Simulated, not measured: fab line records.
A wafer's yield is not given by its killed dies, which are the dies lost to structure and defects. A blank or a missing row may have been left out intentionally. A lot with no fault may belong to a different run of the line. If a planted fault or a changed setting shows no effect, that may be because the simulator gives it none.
Comparing a struck lot with a sound one / flow nand-harc / 14 steps out of a route of 1159
Sound: these wafers, L434.2, L434.5, L434.6. Wafers struck: L438.1, L438.2, L438.4. The cause is given at the end.
Per side, at each step with rows, come the tool, then ch with its chambers, and then its first start. Under that, the readings that differ: sound wafers / struck wafers / difference of the means / sigmas: that difference in standard deviations of wafers without a fault.
alike: same words and numbers on both sides, and readings whose means sit less than 2 such deviations apart. not compared: any withheld reading, any reading some wafer has no value for, any bound like >300 that may hide the same value, and any number with overlapping values for which the record gives no deviation.
A row with sigmas, a row that says differs or no value, or rows on one side alone: a step with any of these is where the two part. Numbers that don't overlap but have no deviation are shown without sigmas and don't part them. A reading missing from all wafers of one side parts the sides only when that side holds two or more wafers.

NHARC_A_M0_INSPECT_27:
  struck on defect-inspect-02, day 19 13:34; sound on defect-inspect-02, day 17 22:05
  alike: raw-defect-count
NHARC_A_M0_PRE_CLEAN_31: time 12 s.
  sound on pecvd-01 ch 0,2, day 17 22:10; struck on pecvd-01 ch 1,2, day 19 13:38
  alike: heater-power-w
NHARC_A_M0_DEP_32: deposits SiCN, target thk 30 nm.
  sound on pecvd-01 ch 0,2, day 17 22:17; struck on pecvd-01 ch 1,2, day 19 13:43
  alike: heater-power-w
then, 9 steps without rows for these wafers: NHARC_A_M1_DEP_00 (deposits SiOC, target thk 182.5 nm); NHARC_A_M1_DEHYDRATE_01 (time 120 s); NHARC_A_M1_HMDS_02 (time 30 s); NHARC_A_M1_COAT_34 (time 65 s); NHARC_A_M1_COAT_03 (resist thk 90 nm); NHARC_A_M1_SOFTBAKE_04 (time 55 s); NHARC_A_M1_EBR_05; NHARC_A_M1_EXPOSE_06 (exposes mask A M1, target cd 120 nm); NHARC_A_M1_PEB_07 (peb time 65 s).
NHARC_A_M1_DEVELOP_08: develop time 35 s.
  sound on litho-track-04 ch 0, day 17 23:00; struck on litho-track-06, day 19 14:00
  no value came back on the struck wafers for chill-plate-temp-C (C), develop-time-s (s); on the sound wafers chill-plate-temp-C (C) reads 22.90 22.87 22.94
NHARC_A_M1_CD_MEAS_09: the cd target is 120 nm.
  sound on cd-sem-03 ch 0, day 17 23:35; struck on cd-sem-02 ch 0, day 19 14:57
reading=cd-nm (nm); sound=120.4 121.2 120.3; struck=- - -; difference=no value on the struck wafers; sigmas=

## WHERE THEY PART
First at NHARC_A_M1_DEVELOP_08; last, within this record, at NHARC_A_M1_CD_MEAS_09.

WHY: whatever the simulator had introduced
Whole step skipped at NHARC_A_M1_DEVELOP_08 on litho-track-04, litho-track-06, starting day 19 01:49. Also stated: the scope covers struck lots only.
